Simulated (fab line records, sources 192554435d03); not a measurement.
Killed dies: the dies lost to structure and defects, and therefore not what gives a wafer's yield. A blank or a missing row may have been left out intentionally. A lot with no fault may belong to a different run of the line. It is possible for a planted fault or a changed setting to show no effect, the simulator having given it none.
fab line records -- flow n5Finfet
record: lots: 8, wafers: 24, lastDay: 20
route steps=1938 shown MOL_CONTACT_COAG@617 BEOL_M0_SAQP@646 BEOL_M4@1111 PASSIVATION@1936
lots that met no fault: taken from a fault-free run of the same line
startH: hours from the record's opening day to when the first of the lot's shown wafers began -- waitH: hours from the lot's prior step to this one -- " identical to the entry in the row above -- L1.1+2: several wafers, shown together as one row -- - value missing, or start not given -- * or withheld: withheld -- < > ~ a bound
route shown NAME@n: NAME is a module with steps in the file, n the number in the route of the first one -- usual: mean and standard deviation over wafers with no fault -- same: alike in all rows -- chamber/n: place in a boat -- sites: per-site readings -- _std_site: standard deviation across them -- _edge_site: mean of outer sites minus mean of inner sites -- radiusMm: how far each site lies from the wafer's centre -- mask NAME#n: copy n -- behind: the most recent tool/chamber to have shaped the wafer -- hold: reason for holding the lot/hours on hold/outcome of the hold -- device: whichever transistor did not switch (one of n, p or np) -- end of line: tests run on the same wafers once the route is complete -- for a step that has no rows: nothing shown but its recipe -- killed: the dies lost at the first sort to structure and to defects; this is not the yield of the wafer -- map: a wafer's dies, x killed, . not, _ none there
set.NAME: the setting the step ran with; set.NAME@STEP: the setting that earlier step ran with -- model.NAME: the simulator's own value behind a step, which no gauge read
a sample of lots followed through the steps of the route, with each step as a table and each wafer as a row
services: a tool's chamber out of use, with start hour (startH, from the record's first day; less than 0 if before it), hours out, and reason
== steps ==
step: N5_MOL_CONTACT_COAG_ETCH_48
recipe: chemistry: C4F6/O2, targetDepthA: 150, overetchA: 45, maskMaterial: SOC, target: SiOC, biasW: 465, pressureMtorr: 10, timeS: 17, sourceW: 335, Ar_flow_sccm: 300, C4F6_flow_sccm: 10, O2_flow_sccm: 10, ionEnergyEv: 576
usual: chamberPressureMTorr: 10.000/0.0085, drypumpMotorCurrentA: 5.8/0.44, oesProductAu: 0.63/0.052, rfVppV: 1597/12, showerheadPlenumPTorr: 2.86/0.051, throttleValvePct: 40.55/0.24
lot.wafer,tool,chamber,startH,waitH,chamberPressureMTorr,drypumpMotorCurrentA,oesProductAu,rfHoursCounterH,rfVppV,showerheadPlenumPTorr,throttleValvePct
L710.2,rieDiel-05,0,109.72,0.0,9.996,6.1,0.70,108,1585,2.86,40.71
L710.4,rieDiel-05,3,109.72,0.0,9.992,5.5,0.63,147,1593,2.96,40.27
L710.6,rieDiel-05,3,109.72,0.0,10.006,5.5,0.61,-,1593,2.96,40.26
L713.1,rieDiel-04,2,128.99,0.0,9.993,6.3,0.61,171,1594,2.83,40.25
L713.3,rieDiel-04,1,128.99,0.0,10.001,5.3,0.56,200,1605,2.93,40.66
L713.4,rieDiel-04,3,128.99,0.0,9.997,5.4,0.61,203,1566,2.94,40.84
L717.3,rieDiel-02,2,159.16,0.0,9.996,4.9,0.62,152,1607,2.84,40.77
L717.5,rieDiel-02,3,159.16,0.0,10.009,5.8,0.58,-,1610,2.92,40.49
L717.6,rieDiel-02,0,159.16,0.0,9.996,6.2,0.69,-,1603,2.88,40.51
L720.3,rieDiel-05,1,180.89,0.0,10.006,6.3,0.74,41,1600,2.77,40.26
L720.4,rieDiel-05,3,180.89,0.0,9.997,5.5,0.63,169,1590,2.95,40.27
L720.6,rieDiel-05,2,180.89,0.0,10.003,5.7,0.63,-,1588,2.83,40.46
L726.1,rieDiel-04,1,213.13,0.0,10.005,5.4,0.57,220,1606,2.93,40.66
L726.3,rieDiel-04,2,213.13,0.0,9.998,6.3,0.63,195,1593,2.82,40.28
L726.4,rieDiel-04,3,213.13,0.0,9.992,5.4,0.56,228,1565,2.93,40.83
L728.3,rieDiel-04,0,229.02,0.0,10.000,6.0,0.58,244,1589,2.79,40.20
L728.5,rieDiel-04,1,229.02,0.0,10.006,5.3,0.59,-,1605,2.92,40.69
L728.6,rieDiel-04,2,229.02,0.0,9.992,6.2,0.59,-,1593,2.81,40.26
L732.1,rieDiel-02,0,240.71,0.0,10.007,6.2,0.67,83,1601,2.86,40.52
L732.2,rieDiel-02,2,240.71,0.0,9.999,4.9,0.58,188,1605,2.83,40.79
L732.6,rieDiel-02,0,240.71,0.0,9.995,6.2,0.65,-,1604,2.86,40.52
L729.1,rieDiel-04,0,244.39,0.0,9.988,6.0,0.55,250,1587,2.79,40.21
L729.2,rieDiel-04,2,244.39,0.0,9.994,6.2,0.61,209,1592,2.81,40.29
L729.6,rieDiel-04,3,244.39,0.0,9.998,5.3,0.56,-,1564,2.92,40.84
step: N5_MOL_CONTACT_COAG_THK_MEAS_53
recipe: reads: SiO2_of_MOL_CONTACT_COAG_PECVD_31
usual: VIA_MOL_THK: 43.8/0.54
lot.wafer,tool,chamber,startH,waitH,VIA_MOL_THK[nm]
L710.2,filmMetro-01,-,110.75,-,43.5
L710.4,filmMetro-01,-,110.75,-,44.6
L710.6,filmMetro-01,-,110.75,-,44.4
L713.1,filmMetro-02,-,130.02,-,44.2
L713.3,filmMetro-02,-,130.02,-,42.9
L713.4,filmMetro-02,-,130.02,-,43.0
L717.3,filmMetro-01,-,160.20,-,43.2
L717.5,filmMetro-01,-,160.20,-,43.9
L717.6,filmMetro-01,-,160.20,-,44.6
L720.3,filmMetro-01,-,182.30,-,43.7
L720.4,filmMetro-01,-,182.30,-,44.2
L720.6,filmMetro-01,-,182.30,-,44.7
L726.1,filmMetro-01,-,214.21,-,43.3
L726.3,filmMetro-01,-,214.21,-,42.9
L726.4,filmMetro-01,-,214.21,-,43.6
L728.3,filmMetro-02,-,230.22,-,43.6
L728.5,filmMetro-02,-,230.22,-,44.4
L728.6,filmMetro-02,-,230.22,-,44.2
L732.1,filmMetro-02,-,241.74,-,43.5
L732.2,filmMetro-02,-,241.74,-,43.6
L732.6,filmMetro-02,-,241.74,-,44.5
L729.1,filmMetro-02,-,245.42,-,43.7
L729.2,filmMetro-02,-,245.42,-,43.3
L729.6,filmMetro-02,-,245.42,-,43.9
step: N5_BEOL_M0_SAQP_EXPOSE_11
recipe: maskId: M0_CORE, na: 1.35, sourceShape: dipole, sigmaInner: 0.538, sigmaOuter: 0.738, polarization: te, targetCdNm: 42, doseMj: 55
usual: exposureDoseMJCm2: 54.95/0.064
same: sigmaOuter: 0.738
lot.wafer,tool,chamber,startH,waitH,mask,exposureDoseMJCm2
L710.2,arfiScanner-01,0,141.46,-,M0_CORE#0,54.99
L710.4,arfiScanner-01,0,141.46,-,M0_CORE#0,54.94
L710.6,arfiScanner-01,0,141.46,-,M0_CORE#0,55.00
L713.1,arfiScanner-03,0,142.69,-,M0_CORE#0,54.98
L713.3,arfiScanner-03,0,142.69,-,M0_CORE#0,54.99
L713.4,arfiScanner-03,0,142.69,-,M0_CORE#0,55.12
L717.3,arfiScanner-03,0,166.24,-,M0_CORE#0,54.96
L717.5,arfiScanner-03,0,166.24,-,M0_CORE#0,55.02
L717.6,arfiScanner-03,0,166.24,-,M0_CORE#0,55.00
L720.3,arfiScanner-01,0,186.54,-,M0_CORE#0,53.53
L720.4,arfiScanner-01,0,186.54,-,M0_CORE#0,53.50
L720.6,arfiScanner-01,0,186.54,-,M0_CORE#0,53.50
L726.1,arfiScanner-03,0,220.46,-,M0_CORE#0,54.94
L726.3,arfiScanner-03,0,220.46,-,M0_CORE#0,54.94
L726.4,arfiScanner-03,0,220.46,-,M0_CORE#0,55.02
L728.3,arfiScanner-03,0,234.52,-,M0_CORE#0,54.88
L728.5,arfiScanner-03,0,234.52,-,M0_CORE#0,54.96
L728.6,arfiScanner-03,0,234.52,-,M0_CORE#0,54.92
L732.1,arfiScanner-01,0,246.81,-,M0_CORE#0,55.13
L732.2,arfiScanner-01,0,246.81,-,M0_CORE#0,55.14
L732.6,arfiScanner-01,0,246.81,-,M0_CORE#0,55.07
L729.1,arfiScanner-03,0,252.48,-,M0_CORE#0,54.92
L729.2,arfiScanner-03,0,252.48,-,M0_CORE#0,54.88
L729.6,arfiScanner-03,0,252.48,-,M0_CORE#0,54.97
step: N5_BEOL_M0_SAQP_CD_MEAS_14
recipe: targetCdNm: 42.5, landingEnergyEv: 500, detector: seInlens
usual: cdNm: 42.4/0.33
lot.wafer,tool,chamber,startH,waitH,cdNm
L710.2,cdSem-03,0,141.59,-,42.8
L710.4,cdSem-03,0,141.59,-,42.3
L710.6,cdSem-03,0,141.59,-,42.5
L713.1,cdSem-03,0,142.82,-,42.6
L713.3,cdSem-03,0,142.82,-,42.1
L713.4,cdSem-03,0,142.82,-,42.7
L717.3,cdSem-01,0,166.36,-,41.9
L717.5,cdSem-01,0,166.36,-,42.2
L717.6,cdSem-01,0,166.36,-,42.1
L720.3,cdSem-01,0,186.66,-,36.6
L720.4,cdSem-01,0,186.66,-,39.1
L720.6,cdSem-01,0,186.66,-,34.5
L726.1,cdSem-01,0,220.59,-,42.8
L726.3,cdSem-01,0,220.59,-,42.2
L726.4,cdSem-01,0,220.59,-,42.3
L728.3,cdSem-02,0,234.63,-,42.9
L728.5,cdSem-02,0,234.63,-,43.1
L728.6,cdSem-02,0,234.63,-,43.0
L732.1,cdSem-03,0,246.93,-,42.4
L732.2,cdSem-03,0,246.93,-,42.5
L732.6,cdSem-03,0,246.93,-,42.0
L729.1,cdSem-02,0,252.61,-,42.0
L729.2,cdSem-02,0,252.61,-,42.1
L729.6,cdSem-02,0,252.61,-,42.0
step: N5_BEOL_M0_SAQP_HM_OPEN_112
recipe: chemistry: CHF3/O2, target: SiO2, stopOn: a-Si, targetDepthA: 120, overEtchFrac: 1.25, maskMaterial: SOC, timeS: 13.5, pressureMtorr: 30, sourceW: 650, biasW: 170, Ar_flow_sccm: 200, CHF3_flow_sccm: 50, O2_flow_sccm: 5, ionEnergyEv: 200, ends: endPoint
usual: chamberPressureMTorr: 30.000/0.027, drypumpMotorCurrentA: 5.8/0.56, oesProductAu: 0.52/0.05, rfVppV: 525/5.4, showerheadPlenumPTorr: 2.42/0.076, throttleValvePct: 18.92/0.2
lot.wafer,tool,chamber,startH,waitH,chamberPressureMTorr,drypumpMotorCurrentA,oesProductAu,rfHoursCounterH,rfVppV,showerheadPlenumPTorr,throttleValvePct
L710.2,rieDiel-01,2,145.16,0.0,30.005,6.4,0.63,1,530,2.56,18.95
L710.4,rieDiel-01,3,145.16,0.0,29.966,6.0,0.44,248,517,2.37,19.23
L710.6,rieDiel-01,2,145.16,0.0,29.985,6.4,0.63,-,528,2.56,18.95
L713.1,rieDiel-06,0,145.51,0.0,30.013,6.5,0.47,208,531,2.49,19.15
L713.3,rieDiel-06,2,145.51,0.0,29.954,6.4,0.51,132,518,2.33,18.91
L713.4,rieDiel-06,3,145.51,0.0,29.988,5.2,0.55,37,527,2.44,19.01
L717.3,rieDiel-06,0,166.63,0.0,30.038,6.5,0.46,214,528,2.49,19.17
L717.5,rieDiel-06,3,166.63,0.0,29.965,5.2,0.55,-,527,2.44,19.01
L717.6,rieDiel-06,2,166.63,0.0,30.006,6.4,0.51,-,519,2.33,18.93
L720.3,rieDiel-01,3,186.97,0.0,30.024,6.0,0.62,5,518,2.36,18.84
L720.4,rieDiel-01,2,186.97,0.0,30.019,6.4,0.60,18,529,2.55,18.98
L720.6,rieDiel-01,2,186.97,0.0,29.975,6.4,0.60,-,529,2.55,18.98
L726.1,rieDiel-03,2,220.87,0.0,29.990,5.0,0.50,157,533,2.51,18.96
L726.3,rieDiel-03,0,220.87,0.0,29.995,5.5,0.47,204,522,2.39,19.08
L726.4,rieDiel-03,3,220.87,0.0,30.001,5.4,0.58,49,528,2.44,18.85
L728.3,rieDiel-01,3,235.19,0.0,29.983,6.0,0.60,22,519,2.36,18.86
L728.5,rieDiel-01,3,235.19,0.0,30.034,6.0,0.61,-,518,2.36,18.87
L728.6,rieDiel-01,0,235.19,0.0,30.016,6.6,0.52,-,526,2.33,19.20
L732.1,rieDiel-01,3,247.25,0.0,29.989,6.0,0.59,24,519,2.36,18.87
L732.2,rieDiel-01,1,247.25,0.0,29.988,6.3,0.49,162,526,2.40,18.82
L732.6,rieDiel-01,1,247.25,0.0,29.984,6.3,0.49,-,527,2.40,18.83
L729.1,rieDiel-01,3,252.89,0.0,29.995,6.0,0.59,27,517,2.35,18.85
L729.2,rieDiel-01,1,252.89,0.0,30.008,6.3,0.48,165,526,2.40,18.84
L729.6,rieDiel-01,0,252.89,0.0,30.013,6.7,0.51,-,524,2.33,19.20
step: N5_BEOL_M4_RC_MEAS_101
usual: DIBL_N: 36.0/1.3, DIBL_P: 36.2/1.7, IOFF_N: 0.155/0.024, IOFF_P: 0.21/0.034, ION_N: 674/9, ION_P: 463/7.1, SS_N: 71.4/0.5, SS_P: 73.4/0.57, VT_N: 250.0/2.8, VT_P: -251/3.2
lot.wafer,tool,chamber,startH,waitH,DIBL_N[mV/V],DIBL_P[mV/V],IOFF_N[nA/um],IOFF_P[nA/um],ION_N[uA/um],ION_P[uA/um],SS_N[mV/dec],SS_P[mV/dec],VT_N[mV],VT_P[mV]
L710.2,prober-01,0,244.66,0.3,35.0,35.0,0.125,0.17,663,455,71.2,73.1,253.3,-254
L710.4,prober-01,0,244.66,0.3,37.0,37.2,0.158,0.20,673,454,72.1,73.6,252.0,-251
L710.6,prober-01,0,244.66,0.3,36.8,37.1,0.155,0.20,667,458,71.5,73.3,248.5,-251
L713.1,prober-01,0,258.53,0.0,36.0,37.6,0.164,0.23,681,467,71.3,73.5,247.5,-249
L713.3,prober-01,0,258.53,0.0,36.1,37.5,0.170,0.24,684,474,71.3,72.8,249.1,-248
L713.4,prober-01,0,258.53,0.0,35.8,36.5,0.153,0.21,684,473,71.1,73.8,250.3,-250
L717.3,prober-02,0,275.80,0.3,36.0,37.5,0.157,0.21,672,459,71.7,73.4,250.7,-251
L717.5,prober-02,0,275.80,0.3,35.0,35.7,0.144,0.18,667,452,71.4,73.0,251.3,-252
L717.6,prober-02,0,275.80,0.3,35.2,36.4,0.153,0.19,678,462,70.7,74.2,250.9,-251
L720.3,prober-01,0,289.16,0.3,35.9,37.4,0.173,0.21,678,460,71.4,73.1,248.6,-249
L720.4,prober-01,0,289.16,0.3,33.2,34.1,0.126,0.17,670,463,70.8,72.8,253.2,-251
L726.1,prober-01,0,322.20,0.0,35.4,37.6,0.143,0.19,670,459,71.4,73.7,252.1,-254
L726.3,prober-01,0,322.20,0.0,34.7,37.2,0.137,0.18,666,456,71.4,73.1,250.1,-253
L726.4,prober-01,0,322.20,0.0,35.4,38.1,0.149,0.20,676,467,72.0,73.9,250.3,-251
L728.3,prober-01,0,327.52,0.3,36.7,36.2,0.164,0.24,680,473,72.1,73.5,250.9,-246
L728.5,prober-01,0,327.52,0.3,37.5,37.5,0.180,0.26,683,476,72.1,74.1,251.2,-246
L728.6,prober-01,0,327.52,0.3,36.4,36.1,0.156,0.23,680,472,72.2,73.3,250.9,-247
L732.1,prober-01,0,347.71,0.0,35.7,34.9,0.135,0.20,676,464,70.9,73.0,251.9,-251
L732.2,prober-01,0,347.71,0.0,34.8,34.3,0.120,0.19,668,464,71.0,72.4,255.6,-249
L732.6,prober-01,0,347.71,0.0,34.3,34.5,0.121,0.19,664,464,70.4,72.5,253.3,-250
L729.1,prober-01,0,369.43,0.0,34.5,35.1,0.136,0.18,669,456,70.9,73.0,251.0,-253
L729.2,prober-01,0,369.43,0.0,36.4,37.7,0.172,0.22,680,468,71.4,73.1,246.8,-251
L729.6,prober-01,0,369.43,0.0,35.0,35.5,0.146,0.19,671,467,71.5,72.6,249.7,-251
step: N5_PASSIVATION_PROBE_49
usual: defectLimitedYield: 90.8/1.7, killed_at_M0_to_M3: 37/12, killed_at_M4_up: 15/5.6, killedAtContacts: 13/6.9, killedAtFrontEnd: 40/11, killedAtOther: 4/3.2, killedDies: 109/20, killedOpen: 73/15, killedShort: 35/8.3, sort_bin_5_function: 5.4/1.1, sort_bin_6_memory: 3.5/0.73, sortNPass: 1071/20, sortYieldPct: 90.8/1.7
same: grossDies: 1180, killedAtBackSide: 0, sort_bin_4_leakage[%]: 0, sort_bin_8_speed[%]: 0
lot.wafer,tool,chamber,startH,waitH,defectLimitedYield[%],killed_at_M0_to_M3,killed_at_M4_up,killedAtContacts,killedAtFrontEnd,killedAtOther,killedDies,killedOpen,killedShort,sort_bin_5_function[%],sort_bin_6_memory[%],sortNPass,sortYieldPct[%]
L720.3,prober-02,-,407.03,0.4,76.4,209,15,15,39,1,279,60,35,20.3,3.0,901,76.4
L720.4,prober-02,-,407.08,0.4,90.9,42,13,10,41,1,107,69,34,5.4,3.1,1073,90.9
L720.6,prober-02,-,407.18,0.5,20.7,844,8,12,65,7,936,84,48,75.2,3.9,244,20.7
killed by level:class
L720.3 BEOL_M0_SAQP:areaExpose=182 BEOL_M3:geometricParticle:open=9 MOL_CONTACT_COAG:geometricParticle:short=8 FIN_SAQP:geometricParticle:open=7 MOL_CONTACT_COAG:geometricParticle:open=7 DUMMY_GATE:geometricParticle:open=6 BEOL_M0_SAQP:geometricParticle:open=6 STARTING-WAFER:geometricParticle:short=6
L720.4 BEOL_M3:geometricParticle:open=15 FIN_SAQP:geometricParticle:short=9 FIN_SAQP:geometricParticle:open=9 MOL_CONTACT_COAG:geometricParticle:open=9 STI_FIN_REVEAL:geometricParticle:open=6 BEOL_M2:geometricParticle:open=5 BEOL_M0_SAQP:geometricParticle:open=5 BEOL_M3:geometricParticle:short=5
L720.6 BEOL_M0_SAQP:areaExpose=804 STI_FIN_REVEAL:geometricParticle:open=22 FIN_SAQP:geometricParticle:short=13 BEOL_M0_SAQP:geometricParticle:short=12 FIN_SAQP:geometricParticle:open=10 BEOL_M0_SAQP:geometricParticle:open=9 MOL_CONTACT_COAG:geometricParticle:open=7 BEOL_M2:geometricParticle:open=6
== services ==
tool,chamber,startH,hours,kind
rieDiel-02,-,91.19,4.7,repair
arfiScanner-03,-,97.04,10.5,repair
rieDiel-01,2,108.89,-,clean
rieDiel-01,2,108.89,-,consumableReplace:focusRing
rieDiel-01,2,108.89,-,consumableReplace:showerhead
rieDiel-01,2,108.89,24.0,scheduledDown
rieDiel-01,2,108.89,24.0,ventCycle
arfiScanner-01,-,114.72,0.8,pm
arfiScanner-01,-,136.08,1.0,pm
rieDiel-04,1,137.43,26.9,repair
rieDiel-04,-,140.31,15.6,pm
arfiScanner-01,-,155.52,1.3,pm
arfiScanner-01,-,160.02,3.9,pm
arfiScanner-01,-,169.23,3.8,repair
rieDiel-03,1,174.81,17.2,repair
arfiScanner-01,-,186.59,0.6,repair
rieDiel-02,-,187.57,0.5,repair
arfiScanner-01,-,189.39,1.0,pm
arfiScanner-03,-,189.78,1.0,pm
rieDiel-06,0,198.08,6.2,repair
rieDiel-05,1,217.15,4.6,repair
rieDiel-02,1,217.15,5.2,repair
rieDiel-04,3,230.56,7.6,repair
rieDiel-01,2,247.05,9.9,repair
== key ==
firstSign: step: N5_BEOL_M0_SAQP_EXPOSE_11, reading: exposureDoseMJCm2, direction: down, sigmas: 22, usual: 54.95, struck: 53.51
effect: step: N5_BEOL_M0_SAQP_CD_MEAS_14, reading: cdNm, direction: down, sigmas: 18, usual: 42.4, struck: 36.7, through: controlLoop
effect: step: N5_PASSIVATION_PROBE_49, reading: killed_at_M0_to_M3, direction: up, sigmas: 27, usual: 37, struck: 365, wafersMoved: 2
moreKillsBornAt: N5_BEOL_M0_SAQP_EXPOSE_11@arfiScanner-01: 990
metAt N5_BEOL_M0_SAQP_EXPOSE_11
struckLots L720
laterRowsLeftOut L720.6
loopTrim: step: N5_BEOL_M0_SAQP_EXPOSE_11, setting: dose, lots: L720
notActingAt N5_MOL_CONTACT_COAG_ETCH_48,N5_MOL_CONTACT_COAG_THK_MEAS_53,N5_BEOL_M0_SAQP_HM_OPEN_112
onsetBetween 141.46 186.54
fault: kind: processParameterDrift, tool: arfiScanner-01, chamber: -, onsetH: 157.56, steps: N5_BEOL_M0_SAQP_EXPOSE_11, channel: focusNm, offset: 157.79, spreadByWafer: 0.3, shape: step, endH: 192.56
laterRowsLeftOut: the simulator's readings of these wafers behind a module that went badly wrong aren't trusted and aren't shown, but for the sort
loopTrim: a control loop set the setting to another value than it would have without faults
